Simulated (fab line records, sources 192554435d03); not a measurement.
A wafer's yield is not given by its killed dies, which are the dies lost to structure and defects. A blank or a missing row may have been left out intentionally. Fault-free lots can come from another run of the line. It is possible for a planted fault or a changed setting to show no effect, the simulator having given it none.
The same fault as seen by 2 desks    flow n5-finfet    every desk sees just its own numbers, and what lay behind them comes last

== THE TOOL OWNER'S DESK: pecvd-01 ==
The tool's own readings at N5_BEOL_M10_ILD_DEP_00 (deposits SiCOH lowk from DEMS/porogen, target thk 308.51 nm, time 58 s): means of the sampled wafers that have a number, for each lot that ran on this tool. Any lot whose mean is over 4 standard deviations away from the usual mean is out of limits and marked OUT; that distance is given in the brackets.
Columns: A = heater-power-w at N5_BEOL_M10_ILD_DEP_00, usual 331 W; B = showerhead-plenum-p-Torr at N5_BEOL_M10_ILD_DEP_00, usual 5.733 Torr; C = showerhead-vpp-V at N5_BEOL_M10_ILD_DEP_00, usual 1390 V; D = susceptor-temp-C at N5_BEOL_M10_ILD_DEP_00, usual 300.01 C; E = throttle-valve-pct at N5_BEOL_M10_ILD_DEP_00, usual 13.9 %
lot   first seen here  A    B      C     D                  E
L129  day 14 03:37     353  5.727  1413  300.09             13.5
L130  day 14 16:10     353  5.712  1388  300.09             13.6
L126  day 14 16:50     341  5.716  1362  300.03             14.1
L133  day 15 07:04     363  5.728  1385  301.13 (+5.9) OUT  14.2
L134  day 15 12:26     343  5.735  1367  302.30 (+12) OUT   14.6
This desk's finding: out of limits on L133, L134; first on L133, day 15 07:04 (susceptor-temp-C at N5_BEOL_M10_ILD_DEP_00). L129, L130, L126 stayed within limits.

== AT THE METROLOGY DESK ==
Means of the sampled wafers that have a number, per lot and without regard to the tool the lot ran on: this is what the gauges read. Any lot whose mean is over 4 standard deviations away from the usual mean is out of limits and marked OUT; that distance is given in the brackets.
Columns: A = M9_RS at N5_BEOL_M9_RS_MEAS_57, usual 0.148 ohm/sq
lot   first seen here  A
L123  day 12 15:34     0.148
L125  day 13 14:07     0.146
L129  day 14 03:34     0.151
L130  day 14 16:06     0.143
L126  day 14 16:46     0.148
L133  day 15 07:01     0.151
L134  day 15 12:22     0.150
L142  day 17 18:56     0.147
L144  day 18 14:58     0.146
L143  day 19 20:06     0.150
This desk's finding: nothing out of limits on any of the 10 lots.

== PUT TOGETHER ==
The tool owner's desk could have raised an alarm at day 15 07:04, on L133, L134.
Metrology desk: nothing out of limits seen.
The metrology desk has L133, L134 on record, within its limits.
Every lot named ran N5_BEOL_M10_ILD_DEP_00 on pecvd-01.

== WHAT WAS PUT IN BY THE SIMULATOR ==
pecvd-01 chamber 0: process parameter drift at N5_BEOL_M10_ILD_DEP_00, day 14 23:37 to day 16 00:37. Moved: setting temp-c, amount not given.
Struck lots among those shown: L133, L134.
Hours from the fault's start to each desk's first reading out of limits: the tool owner's desk, 7.
